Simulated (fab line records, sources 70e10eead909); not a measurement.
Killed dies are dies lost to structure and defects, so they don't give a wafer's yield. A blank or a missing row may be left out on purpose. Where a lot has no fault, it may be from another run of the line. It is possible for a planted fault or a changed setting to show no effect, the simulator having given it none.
fab line records	flow nandHarc
record: lots: 24	wafers: 72	lastDay: 33
route steps=1302 shown A_CONTACT@983
lots with no fault: from the same line, run without faults
startH: the number of hours between the record's first day and the start of the first shown wafer of the lot	waitH: hours elapsed since this lot's preceding step	" same as the row above	L1.1+2: one row covering several wafers at once	- value missing, or start not given	* or withheld: withheld	< > ~ a bound
route shown NAME@n: NAME is a module with steps in the file, n the number in the route of the first one	usual: mean/standard deviation of fault-free wafers	same: alike in all rows	chamber/n: place in a boat	sites: each site's reading	_std_site: standard deviation across them	_edge_site: the outer-site mean with the inner-site mean subtracted	radiusMm: how far each site lies from the wafer's centre	mask NAME#n: copy n	behind: the most recent tool/chamber to have shaped the wafer	hold: reason for holding the lot/hours on hold/outcome of the hold	device: names the non-switching transistor (n, p or np)	end of line: the route-end tests of the same wafers	for a step that has no rows: nothing shown but its recipe	killed: the dies lost at the first sort to structure and to defects; this is not the yield of the wafer	map: dies across one wafer; x = killed, . = not, _ = none there
set.NAME: the setting that was run; set.NAME@STEP: the one run at that earlier step	model.NAME: the simulator's own value behind a step, which no gauge read
one table for each step of the route and one row for each wafer, over a sample of lots
services: a tool's chamber out of use, with start hour (startH, from the record's first day; less than 0 if before it), hours out, and reason
== steps ==
step: NHARC_A_CONTACT_DEP_24
recipe: targetThkA: 5000	tempC: 400	pressureTorr: 6.5	rfW: 900	teosFlowSccm: 161.4	flowSccm: 2650	targetThkNm: 500	gas: O2	material: SiO2
usual: heaterPowerW: 548/80	throttleValvePct: 15.7/0.39
lot.wafer	tool	chamber	startH	waitH	heaterPowerW	throttleValvePct
L074.1	pecvd-04	1	494.35	0.1	714	15.7
L074.2	"	0	"	"	511	15.9
L074.5	"	1	"	"	741	15.6
L075.1	pecvd-04	2	498.10	0.1	518	15.2
L075.4	"	2	"	"	542	15.3
L075.6	"	0	"	"	539	15.8
L076.3	pecvd-03	2	511.46	0.1	486	16.0
L076.2	"	0	"	"	462	15.5
L076.4	"	0	"	"	493	15.7
L078.2	pecvd-04	2	511.52	0.1	482	15.1
L078.1	"	0	"	"	538	15.7
L078.6	"	0	"	"	563	15.9
L077.2	pecvd-04	2	520.73	0.1	456	15.2
L077.1	"	0	"	"	484	15.6
L077.3	"	1	"	"	691	15.7
L079.2	pecvd-04	0	547.72	0.2	497	16.0
L079.6	"	1	"	"	581	15.6
L079.5	"	2	"	"	555	15.3
L080.2	pecvd-02	0	557.30	0.1	504	15.6
L080.1	"	1	"	"	632	16.5
L080.4	"	2	"	"	632	14.6
L081.3	pecvd-04	0	557.44	0.1	565	15.9
L081.1	"	1	"	"	709	15.8
L081.5	"	1	"	"	567	15.6
L082.2	pecvd-04	1	574.34	0.2	725	15.5
L082.5	"	2	"	"	554	15.5
L082.4	"	1	"	"	567	15.8
L083.2	pecvd-02	2	583.29	0.1	553	14.9
L083.1	"	0	"	"	500	15.5
L083.4	"	0	"	"	511	15.9
L084.1	pecvd-03	1	603.13	0.1	407	16.0
L084.6	"	1	"	"	451	16.0
L084.4	"	2	"	"	568	15.6
L087.2	pecvd-04	0	607.26	0.1	566	15.8
L087.5	"	0	"	"	438	15.7
L087.6	"	2	"	"	508	15.3
L085.1	pecvd-02	2	607.42	0.1	539	15.1
L085.2	"	0	"	"	410	15.6
L085.5	"	1	"	"	520	16.2
L086.1	pecvd-04	2	612.63	0.1	536	15.6
L086.2	"	0	"	"	549	15.8
L086.5	"	1	"	"	661	15.6
L089.2	pecvd-04	0	630.95	0.1	565	15.7
L089.4	"	2	"	"	554	15.7
L089.5	"	1	"	"	691	15.6
L088.3	pecvd-03	0	630.99	0.2	543	15.1
L088.6	"	1	"	"	527	16.0
L088.5	"	2	"	"	509	15.9
L090.2	pecvd-02	2	653.98	0.2	605	15.0
L090.6	"	0	"	"	381	15.7
L090.5	"	2	"	"	632	15.3
L092.1	pecvd-03	1	654.13	0.3	517	16.1
L092.6	"	0	"	"	493	15.1
L092.4	"	1	"	"	377	16.0
L091.2	pecvd-02	2	674.28	0.1	677	15.2
L091.3	"	0	"	"	480	16.0
L091.1	"	1	"	"	539	16.2
L093.5	pecvd-04	2	685.44	0.2	550	15.0
L093.6	"	0	"	"	553	15.5
L093.4	"	1	"	"	625	15.7
L095.3	pecvd-02	0	693.28	0.1	494	15.6
L095.4	"	1	"	"	577	16.7
L095.5	"	2	"	"	592	15.3
L094.3	pecvd-03	1	693.39	0.1	392	16.0
L094.1	"	2	"	"	553	15.8
L094.6	"	2	"	"	597	15.4
L097.3	pecvd-02	1	707.35	0.1	541	16.5
L097.6	"	0	"	"	467	16.0
L097.4	"	2	"	"	664	15.1
L096.1	pecvd-03	1	707.40	0.2	471	16.0
L096.4	"	2	"	"	638	15.6
L096.6	"	1	"	"	493	16.0
step: NHARC_A_CONTACT_ETCH_51
recipe: targetDepthA: 70000	overEtchFrac: 0.3	timeS: 1820	ionEnergyEv: 150	o2FlowSccm: 400	cosFlowSccm: 20	arFlowSccm: 0	rfW: 500	biasW: 300	chemistry: O2/COS
usual: cosFlowSccm: 20.00/0.067	drypumpMotorCurrentA: 5.8/0.56	oesProductAu: 1.002/0.0099	rfVppV: 313.7/2	showerheadPlenumPTorr: 3.08/0.12	throttleValvePct: 28.331/0.0091
lot.wafer	tool	chamber	startH	waitH	cosFlowSccm	drypumpMotorCurrentA	oesProductAu	rfHoursCounterH	rfVppV	showerheadPlenumPTorr	throttleValvePct
L074.1	rieDiel-11	3	-	-	19.92	5.2	0.997	12	316.2	3.24	28.328
L074.2	"	2	"	"	20.05	6.7	1.008	10	313.2	2.92	28.320
L074.5	"	2	"	"	20.02	6.7	1.011	-	310.9	2.92	28.359
L075.1	rieDiel-11	3	-	-	19.92	5.1	0.995	13	316.9	3.24	28.334
L075.4	"	3	"	"	20.02	5.2	0.995	-	315.8	3.24	28.315
L075.6	"	2	"	"	19.92	6.7	1.009	-	311.4	2.92	28.328
L078.1	rieDiel-10	3	-	-	19.99	4.7	0.986	33	313.7	3.09	28.335
L078.2	"	0	"	"	20.04	5.4	1.002	32	314.6	3.13	28.330
L078.6	"	3	"	"	19.95	4.7	0.992	-	313.8	3.09	28.329
L076.4	rieDiel-11	2	-	-	20.03	6.6	0.998	14	311.4	2.92	28.339
L076.3	"	3	"	"	19.95	5.2	0.991	17	317.0	3.24	28.316
L076.2	"	1	"	"	19.98	5.3	0.986	14	313.2	3.09	28.322
L077.3	rieDiel-11	2	-	-	19.98	6.7	1.004	16	311.1	2.92	28.333
L077.2	"	3	"	"	19.85	5.2	0.997	19	316.3	3.24	28.329
L077.1	"	0	"	"	20.01	6.0	1.004	13	312.0	3.07	28.324
L079.2	rieDiel-11	1	-	-	19.93	5.3	0.980	19	315.5	3.08	28.333
L079.5	"	3	"	"	20.05	5.1	0.996	-	314.9	3.24	28.330
L079.6	"	0	"	"	20.05	6.0	0.998	-	314.3	3.07	28.342
L080.4	rieDiel-11	3	-	-	20.05	5.2	1.013	26	316.4	3.24	28.318
L080.1	"	0	"	"	19.98	6.0	1.008	19	312.1	3.07	28.327
L080.2	"	2	"	"	19.93	6.7	1.022	22	311.1	2.92	28.320
L081.1	rieDiel-10	2	-	-	20.04	6.1	0.992	53	316.2	3.29	28.327
L081.3	"	3	"	"	19.85	4.7	0.989	48	312.8	3.08	28.325
L081.5	"	1	"	"	20.08	6.5	0.993	-	315.6	3.10	28.349
L082.2	rieDiel-03	0	-	-	19.96	6.0	1.018	32	311.0	2.93	28.337
L082.4	"	1	"	"	20.06	5.7	1.004	32	311.3	2.96	28.341
L082.5	"	1	"	"	19.98	5.7	0.996	-	313.8	2.96	28.317
L083.2	rieDiel-03	1	-	-	20.01	5.7	1.001	34	313.4	2.96	28.354
L083.4	"	2	"	"	19.95	5.4	1.010	34	316.5	3.23	28.343
L083.1	"	3	"	"	20.08	5.9	0.996	34	314.5	3.22	28.340
L084.4	rieDiel-11	2	-	-	19.95	6.6	0.998	30	309.8	2.91	28.338
L084.1	"	3	"	"	20.10	5.2	1.006	33	314.6	3.23	28.330
L084.6	"	3	"	"	20.03	5.2	1.001	-	316.7	3.23	28.336
L087.2	rieDiel-10	3	-	-	20.01	4.7	1.012	3	313.3	3.07	28.344
L087.6	"	0	"	"	19.98	5.5	0.995	-	314.4	3.11	28.332
L087.5	"	1	"	"	20.06	6.4	1.005	-	313.5	3.09	28.312
L085.1	rieDiel-03	1	-	-	19.98	5.7	0.999	36	311.7	2.96	28.326
L085.2	"	2	"	"	20.03	5.4	1.004	35	315.7	3.23	28.341
L085.5	"	1	"	"	20.01	5.7	0.995	-	312.5	2.96	28.322
L086.1	rieDiel-03	2	-	-	20.03	5.4	1.006	37	316.8	3.22	28.319
L086.2	"	3	"	"	20.02	5.9	0.997	37	315.1	3.22	28.330
L086.5	"	1	"	"	20.00	5.7	1.006	-	312.9	2.96	28.326
L088.3	rieDiel-10	0	-	-	19.97	5.4	0.998	11	315.2	3.11	28.336
L088.5	"	0	"	"	20.13	5.4	0.993	-	313.9	3.11	28.332
L088.6	"	1	"	"	19.90	6.4	0.988	-	313.9	3.08	28.329
L089.2	rieDiel-11	2	638.02	0.1	20.11	6.7	1.009	5	311.0	2.91	28.325
L089.4	"	0	"	"	20.03	6.0	1.001	-	313.6	3.06	28.339
L089.5	"	0	"	"	19.93	6.0	1.005	-	313.4	3.06	28.324
L090.2	rieDiel-11	3	-	-	19.87	5.2	1.011	8	317.0	3.23	28.344
L090.6	"	3	"	"	19.99	5.2	1.020	-	317.1	3.23	28.342
L090.5	"	0	"	"	20.04	6.0	1.001	-	313.5	3.06	28.328
L092.4	rieDiel-11	0	-	-	19.99	6.0	1.009	14	315.3	3.06	28.325
L092.1	"	2	"	"	20.01	6.7	1.030	12	311.9	2.91	28.326
L092.6	"	1	"	"	20.11	5.3	1.009	-	312.7	3.08	28.326
L091.3	rieDiel-11	2	-	-	20.03	6.6	1.030	16	310.9	2.91	28.309
L091.2	"	3	"	"	20.13	5.2	1.004	13	316.6	3.22	28.332
L091.1	"	0	"	"	19.98	6.0	1.008	18	314.5	3.05	28.340
L093.4	rieDiel-11	3	-	-	20.07	5.1	1.010	15	315.5	3.22	28.336
L093.5	"	1	"	"	19.99	5.3	0.991	-	314.5	3.08	28.330
L093.6	"	2	"	"	20.06	6.7	1.024	-	311.1	2.91	28.330
L095.4	rieDiel-03	3	-	-	20.18	5.9	1.002	18	313.9	3.21	28.334
L095.3	"	0	"	"	20.02	6.0	1.005	21	310.2	2.91	28.333
L095.5	"	0	"	"	20.09	5.9	1.015	-	311.4	2.91	28.334
L094.1	rieDiel-11	3	-	-	20.04	5.2	1.005	17	316.8	3.22	28.331
L094.3	"	0	"	"	19.93	6.0	0.997	21	313.3	3.05	28.334
L094.6	"	0	"	"	19.86	6.0	1.002	-	311.6	3.05	28.357
L096.4	rieDiel-10	3	-	-	20.11	4.7	1.001	44	313.3	3.05	28.329
L096.1	"	0	"	"	19.90	5.5	0.999	38	314.6	3.09	28.324
L096.6	"	3	"	"	20.14	4.7	0.998	-	314.1	3.05	28.324
L097.4	rieDiel-03	1	-	-	19.95	5.7	0.997	25	310.2	2.94	28.338
L097.3	"	2	"	"	19.87	5.4	0.991	22	315.9	3.21	28.322
L097.6	"	0	"	"	20.06	6.0	0.995	-	309.8	2.91	28.321
step: NHARC_A_CONTACT_ETCH_119
recipe: sourceW: withheld	pressureMtorr: 20	biasV: 3000	timeS: 190	targetDepthA: 18500	arFlowSccm: withheld	c4f8FlowSccm: withheld	o2FlowSccm: withheld	chemistry: C4F8/O2/Ar
lot.wafer	tool	chamber	startH	waitH	rfHoursCounterH
L074.2	harCapEtch-03	0	503.96	0.1	40
L074.1	"	1	"	"	40
L074.5	"	0	"	"	-
L075.1	harCapEtch-02	1	508.30	0.2	85
L075.4	"	1	"	"	-
L075.6	"	0	"	"	-
L078.1	harCapEtch-02	0	520.98	0.1	88
L078.2	"	1	"	"	88
L078.6	"	1	"	"	-
L076.2	harCapEtch-03	1	522.03	0.1	44
L076.4	"	1	"	"	-
L076.3	"	0	"	"	-
L077.1	harCapEtch-01	0	531.45	0.2	4
L077.2	"	1	"	"	4
L077.3	"	0	"	"	-
L079.2	harCapEtch-01	1	556.57	0.1	8
L079.5	"	0	"	"	-
L079.6	"	1	"	"	-
L080.1	harCapEtch-02	1	566.22	0.1	95
L080.2	"	0	"	"	95
L080.4	"	1	"	"	-
L081.1	harCapEtch-03	1	567.18	0.1	50
L081.3	"	0	"	"	-
L081.5	"	1	"	"	-
L082.2	harCapEtch-02	0	586.43	0.1	99
L082.4	"	0	"	"	-
L082.5	"	0	"	"	-
L083.1	harCapEtch-01	1	592.11	0.1	15
L083.2	"	0	"	"	15
L083.4	"	0	"	"	-
L084.1	harCapEtch-03	1	612.11	0.1	57
L084.4	"	0	"	"	-
L084.6	"	0	"	"	-
L087.2	harCapEtch-01	1	616.30	0.1	18
L087.6	"	1	"	"	-
L087.5	"	0	"	"	-
L085.1	harCapEtch-02	0	618.84	0.1	104
L085.2	"	1	"	"	104
L085.5	"	0	"	"	-
L086.1	harCapEtch-01	1	623.77	0.2	21
L086.2	"	0	"	"	21
L086.5	"	1	"	"	-
L088.3	harCapEtch-01	1	639.97	0.1	-
L088.5	"	0	"	"	-
L088.6	"	1	"	"	-
L089.2	harCapEtch-03	0	641.43	0.1	64
L089.4	"	1	"	"	-
L089.5	"	1	"	"	-
L090.2	harCapEtch-03	1	663.46	0.1	68
L090.5	"	1	"	"	-
L090.6	"	0	"	"	-
L092.1	harCapEtch-01	1	666.43	0.1	30
L092.4	"	1	"	"	-
L092.6	"	0	"	"	-
L091.1	harCapEtch-02	1	687.45	0.1	116
L091.2	"	0	"	"	116
L091.3	"	1	"	"	-
L093.4	harCapEtch-01	1	694.61	0.2	-
L093.6	"	1	"	"	-
L093.5	"	0	"	"	-
L095.4	harCapEtch-02	1	702.36	0.1	-
L095.3	"	0	"	"	-
L095.5	"	0	"	"	-
L094.1	harCapEtch-01	1	703.58	0.1	36
L094.3	"	1	"	"	-
L094.6	"	1	"	"	-
L096.1	harCapEtch-01	0	717.85	0.1	40
L096.4	"	0	"	"	-
L096.6	"	1	"	"	-
L097.3	harCapEtch-03	1	718.53	0.1	-
L097.4	"	0	"	"	-
L097.6	"	1	"	"	-
step: NHARC_A_CONTACT_ETCH_77
recipe: targetDepthA: 1089	timeS: 54.5	cf4FlowSccm: 100	chf3FlowSccm: 30	arFlowSccm: 0	rfW: 500	biasW: 200	chemistry: CF4/CHF3
usual: drypumpMotorCurrentA: 5.8/0.58	oesProductAu: 0.943/0.023	rfVppV: 370.0/2.2	showerheadPlenumPTorr: 1.56/0.058	throttleValvePct: 16.802/0.0089
lot.wafer	tool	chamber	startH	waitH	drypumpMotorCurrentA	oesProductAu	rfHoursCounterH	rfVppV	showerheadPlenumPTorr	throttleValvePct
L074.2	rieDiel-11	2	-	-	6.7	0.964	13	366.4	1.47	16.796
L074.1	"	3	"	"	5.2	0.967	15	373.4	1.63	16.795
L074.5	"	1	"	"	5.3	0.980	-	369.7	1.56	16.789
L075.1	rieDiel-11	2	-	-	6.7	0.937	13	367.6	1.47	16.811
L075.4	"	1	"	"	5.3	0.923	13	370.4	1.56	16.795
L075.6	"	3	"	"	5.2	0.917	-	372.3	1.63	16.801
L078.2	rieDiel-03	2	-	-	5.4	0.957	17	372.1	1.63	16.786
L078.1	"	1	"	"	5.7	0.956	16	368.8	1.50	16.796
L078.6	"	2	"	"	5.4	0.962	-	373.4	1.63	16.798
L076.3	rieDiel-11	3	-	-	5.2	0.976	20	373.5	1.63	16.791
L076.2	"	1	"	"	5.3	0.958	16	370.5	1.56	16.801
L076.4	"	2	"	"	6.7	0.976	17	366.5	1.47	16.800
L077.1	rieDiel-11	3	-	-	5.1	0.936	22	372.3	1.63	16.793
L077.3	"	0	"	"	6.0	0.927	16	370.7	1.55	16.811
L077.2	"	2	"	"	6.6	0.920	19	367.3	1.47	16.793
L079.2	rieDiel-11	1	-	-	5.3	0.913	20	370.9	1.55	16.818
L079.6	"	3	"	"	5.1	0.929	-	371.3	1.63	16.810
L079.5	"	0	"	"	6.0	0.945	-	369.3	1.55	16.783
L080.4	rieDiel-11	2	-	-	6.7	0.927	24	366.4	1.47	16.791
L080.2	"	3	"	"	5.2	0.928	28	372.4	1.63	16.802
L080.1	"	0	"	"	6.0	0.944	21	370.3	1.55	16.813
L081.3	rieDiel-03	3	-	-	5.9	0.921	30	373.2	1.62	16.798
L081.1	"	0	"	"	5.9	0.934	30	366.4	1.47	16.804
L081.5	"	3	"	"	5.9	0.921	-	371.6	1.62	16.816
L082.4	rieDiel-10	1	-	-	6.4	0.925	61	368.7	1.56	16.805
L082.2	"	2	"	"	6.1	0.916	62	373.3	1.65	16.804
L082.5	"	3	"	"	4.7	0.908	-	368.3	1.55	16.804
L083.2	rieDiel-11	3	-	-	5.2	0.920	31	371.9	1.63	16.789
L083.1	"	0	"	"	6.0	0.936	24	369.1	1.54	16.814
L083.4	"	2	"	"	6.7	0.924	27	368.1	1.47	16.801
L084.4	rieDiel-11	1	-	-	5.3	0.954	0	369.4	1.55	16.805
L084.1	"	2	"	"	6.6	0.993	0	367.4	1.47	16.801
L084.6	"	0	"	"	6.0	0.970	-	370.5	1.54	16.795
L087.2	rieDiel-11	3	-	-	5.2	0.981	1	372.6	1.63	16.804
L087.6	"	3	"	"	5.1	0.966	-	371.6	1.63	16.790
L087.5	"	0	"	"	6.0	0.966	-	369.6	1.54	16.798
L085.1	rieDiel-11	3	-	-	5.2	0.929	3	372.5	1.63	16.797
L085.2	"	0	"	"	6.0	0.925	3	369.4	1.54	16.800
L085.5	"	0	"	"	6.0	0.925	-	368.9	1.54	16.825
L086.2	rieDiel-10	2	-	-	6.1	0.945	10	372.6	1.65	16.791
L086.1	"	0	"	"	5.4	0.932	8	371.9	1.57	16.806
L086.5	"	3	"	"	4.7	0.949	-	370.5	1.55	16.794
L088.3	rieDiel-11	0	-	-	6.0	0.930	10	369.8	1.54	16.794
L088.5	"	0	"	"	6.0	0.925	-	369.1	1.54	16.803
L088.6	"	1	"	"	5.3	0.959	-	369.9	1.55	16.828
L089.2	rieDiel-03	1	-	-	5.7	0.960	1	367.9	1.49	16.796
L089.4	"	2	"	"	5.4	0.981	1	373.9	1.62	16.798
L089.5	"	2	"	"	5.4	0.975	-	372.7	1.62	16.790
L090.2	rieDiel-11	3	-	-	5.1	0.938	11	376.1	1.63	16.806
L090.5	"	3	"	"	5.1	0.942	-	371.8	1.63	16.806
L090.6	"	0	"	"	6.0	0.931	-	369.9	1.54	16.809
L092.4	rieDiel-11	2	-	-	6.7	0.938	14	366.7	1.47	16.790
L092.1	"	0	"	"	6.0	0.924	16	368.0	1.54	16.798
L092.6	"	1	"	"	5.3	0.924	-	370.9	1.55	16.810
L091.3	rieDiel-11	2	-	-	6.6	0.944	19	365.3	1.46	16.821
L091.2	"	3	"	"	5.1	0.941	16	373.3	1.62	16.792
L091.1	"	0	"	"	6.0	0.923	19	369.5	1.54	16.799
L093.4	rieDiel-10	0	-	-	5.4	0.926	34	370.3	1.56	16.803
L093.6	"	0	"	"	5.5	0.925	-	371.3	1.56	16.808
L093.5	"	1	"	"	6.4	0.928	-	371.5	1.55	16.816
L095.3	rieDiel-11	0	-	-	6.0	0.975	23	370.1	1.54	16.797
L095.4	"	1	"	"	5.3	0.959	14	369.2	1.55	16.799
L095.5	"	3	"	"	5.1	0.981	-	371.5	1.62	16.807
L094.3	rieDiel-11	1	-	-	5.3	0.922	15	370.4	1.55	16.812
L094.1	"	2	"	"	6.7	0.947	23	366.1	1.46	16.792
L094.6	"	1	"	"	5.3	0.912	-	369.9	1.55	16.798
L096.1	rieDiel-10	0	-	-	5.4	0.924	41	368.7	1.56	16.796
L096.4	"	3	"	"	4.7	0.922	48	369.4	1.54	16.799
L096.6	"	1	"	"	6.4	0.914	-	369.9	1.55	16.810
L097.4	rieDiel-11	3	-	-	5.2	0.977	22	371.4	1.62	16.801
L097.3	"	2	"	"	6.6	0.987	25	367.1	1.46	16.804
L097.6	"	0	"	"	6.0	0.979	-	369.5	1.54	16.798
step: NHARC_A_CONTACT_ETCH_125
recipe: sourceW: withheld	pressureMtorr: 20	biasV: 3000	timeS: 197	targetDepthA: 19180	arFlowSccm: withheld	c4f8FlowSccm: withheld	o2FlowSccm: withheld	chemistry: C4F8/O2/Ar
lot.wafer	tool	chamber	startH	waitH	rfHoursCounterH
L074.1	harCapEtch-03	1	513.46	0.2	41
L074.2	"	0	"	"	41
L074.5	"	0	"	"	-
L075.1	harCapEtch-01	0	518.51	0.2	0
L075.4	"	1	"	"	-
L075.6	"	0	"	"	-
L078.1	harCapEtch-03	1	530.49	0.2	45
L078.2	"	0	"	"	45
L078.6	"	1	"	"	-
L076.2	harCapEtch-02	0	531.51	0.2	90
L076.3	"	1	"	"	-
L076.4	"	0	"	"	-
L077.2	harCapEtch-02	0	541.35	0.2	92
L077.1	"	1	"	"	92
L077.3	"	1	"	"	-
L079.2	harCapEtch-01	1	567.96	0.2	9
L079.5	"	1	"	"	-
L079.6	"	0	"	"	-
L080.1	harCapEtch-02	1	578.66	0.2	96
L080.2	"	0	"	"	96
L080.4	"	1	"	"	-
L081.1	harCapEtch-03	1	580.19	0.2	52
L081.3	"	1	"	"	-
L081.5	"	1	"	"	-
L082.2	harCapEtch-02	1	595.27	0.2	100
L082.4	"	0	"	"	-
L082.5	"	1	"	"	-
L083.1	harCapEtch-03	0	601.86	0.2	55
L083.2	"	1	"	"	55
L083.4	"	0	"	"	-
L084.1	harCapEtch-03	0	621.08	0.2	59
L084.4	"	1	"	"	-
L084.6	"	0	"	"	-
L087.2	harCapEtch-02	0	626.22	0.2	105
L087.5	"	0	"	"	-
L087.6	"	1	"	"	-
L085.1	harCapEtch-01	0	631.18	0.2	22
L085.2	"	1	"	"	22
L085.5	"	1	"	"	-
L086.2	harCapEtch-02	0	633.88	0.2	107
L086.1	"	1	"	"	107
L086.5	"	1	"	"	-
L088.3	harCapEtch-03	0	650.18	0.2	-
L088.6	"	1	"	"	-
L088.5	"	0	"	"	-
L089.2	harCapEtch-02	1	652.04	0.2	110
L089.4	"	1	"	"	-
L089.5	"	1	"	"	-
L090.2	harCapEtch-02	0	672.21	0.2	113
L090.6	"	0	"	"	-
L090.5	"	1	"	"	-
L092.1	harCapEtch-03	1	675.82	0.2	69
L092.4	"	1	"	"	-
L092.6	"	0	"	"	-
L091.2	harCapEtch-03	0	696.17	0.2	73
L091.1	"	1	"	"	73
L091.3	"	0	"	"	-
L093.4	harCapEtch-03	1	705.46	0.2	-
L093.5	"	0	"	"	-
L093.6	"	1	"	"	-
L095.4	harCapEtch-01	1	711.61	0.2	-
L095.3	"	0	"	"	-
L095.5	"	0	"	"	-
L094.1	harCapEtch-03	1	712.90	0.2	76
L094.3	"	0	"	"	-
L094.6	"	0	"	"	-
L096.1	harCapEtch-03	0	726.54	0.2	80
L096.4	"	1	"	"	-
L096.6	"	0	"	"	-
L097.3	harCapEtch-02	1	727.24	0.2	-
L097.4	"	0	"	"	-
L097.6	"	1	"	"	-
step: NHARC_A_CONTACT_ETCH_129
recipe: sourceW: withheld	pressureMtorr: 20	biasV: 3000	timeS: 197	targetDepthA: 19180	arFlowSccm: withheld	c4f8FlowSccm: withheld	o2FlowSccm: withheld	chemistry: C4F8/O2/Ar
lot.wafer	tool	chamber	startH	waitH	rfHoursCounterH
L074.1	harCapEtch-03	1	514.16	0.1	41
L074.2	"	0	"	"	41
L074.5	"	0	"	"	-
L075.1	harCapEtch-01	0	519.22	0.1	1
L075.4	"	1	"	"	-
L075.6	"	0	"	"	-
L078.1	harCapEtch-03	1	531.20	0.1	45
L078.2	"	0	"	"	45
L078.6	"	1	"	"	-
L076.2	harCapEtch-02	0	532.22	0.1	91
L076.3	"	1	"	"	-
L076.4	"	0	"	"	-
L077.2	harCapEtch-02	0	542.06	0.1	93
L077.1	"	1	"	"	93
L077.3	"	1	"	"	-
L079.2	harCapEtch-01	1	568.67	0.1	10
L079.5	"	1	"	"	-
L079.6	"	0	"	"	-
L080.1	harCapEtch-02	1	579.37	0.1	97
L080.2	"	0	"	"	97
L080.4	"	1	"	"	-
L081.1	harCapEtch-03	1	580.90	0.1	52
L081.3	"	1	"	"	-
L081.5	"	1	"	"	-
L082.2	harCapEtch-02	1	595.98	0.1	101
L082.4	"	0	"	"	-
L082.5	"	1	"	"	-
L083.1	harCapEtch-03	0	602.56	0.1	55
L083.2	"	1	"	"	55
L083.4	"	0	"	"	-
L084.1	harCapEtch-03	0	622.03	0.2	59
L084.4	"	1	"	"	-
L084.6	"	0	"	"	-
L087.2	harCapEtch-02	0	626.93	0.1	106
L087.5	"	0	"	"	-
L087.6	"	1	"	"	-
L085.1	harCapEtch-01	0	631.88	0.1	22
L085.2	"	1	"	"	22
L085.5	"	1	"	"	-
L086.2	harCapEtch-02	0	634.59	0.1	108
L086.1	"	1	"	"	108
L086.5	"	1	"	"	-
L088.3	harCapEtch-03	0	650.89	0.1	-
L088.6	"	1	"	"	-
L088.5	"	0	"	"	-
L089.2	harCapEtch-02	1	652.74	0.1	111
L089.4	"	1	"	"	-
L089.5	"	1	"	"	-
L090.2	harCapEtch-02	0	672.92	0.1	114
L090.6	"	0	"	"	-
L090.5	"	1	"	"	-
L092.1	harCapEtch-03	1	676.53	0.1	70
L092.4	"	1	"	"	-
L092.6	"	0	"	"	-
L091.2	harCapEtch-03	0	696.87	0.1	73
L091.1	"	1	"	"	73
L091.3	"	0	"	"	-
L093.4	harCapEtch-03	1	706.17	0.1	-
L093.5	"	0	"	"	-
L093.6	"	1	"	"	-
L095.4	harCapEtch-01	1	712.32	0.1	-
L095.3	"	0	"	"	-
L095.5	"	0	"	"	-
L094.1	harCapEtch-03	1	713.61	0.1	77
L094.3	"	0	"	"	-
L094.6	"	0	"	"	-
L096.1	harCapEtch-03	0	727.25	0.1	81
L096.4	"	1	"	"	-
L096.6	"	0	"	"	-
L097.3	harCapEtch-02	1	727.95	0.1	-
L097.4	"	0	"	"	-
L097.6	"	1	"	"	-
== services ==
tool	chamber	startH	hours	kind
rieDiel-11	1	473.45	8.3	repair
rieDiel-11	2	473.73	9.8	repair
rieDiel-11	0	490.54	-	clean
rieDiel-11	1	490.54	-	clean
rieDiel-11	2	490.54	-	clean
pecvd-03	-	491.51	10.3	repair
rieDiel-11	0	492.04	19.1	repair
harCapEtch-01	-	498.91	17.0	pm
rieDiel-10	1	506.13	3.3	repair
harCapEtch-02	-	517.24	0.6	repair
rieDiel-11	1	543.25	4.5	repair
pecvd-03	-	547.04	13.0	pm
rieDiel-10	3	552.44	4.8	repair
pecvd-04	-	562.61	0.5	repair
rieDiel-10	1	565.58	7.9	repair
pecvd-02	-	589.55	13.0	pm
rieDiel-10	-	596.61	9.0	pm
rieDiel-11	-	610.24	9.0	pm
rieDiel-03	-	628.03	1.5	repair
pecvd-04	-	631.26	13.0	pm
rieDiel-11	3	635.16	5.8	repair
rieDiel-03	-	636.60	9.0	pm
pecvd-03	-	656.17	0.4	repair
pecvd-04	-	659.93	0.5	repair
== key ==
fault none
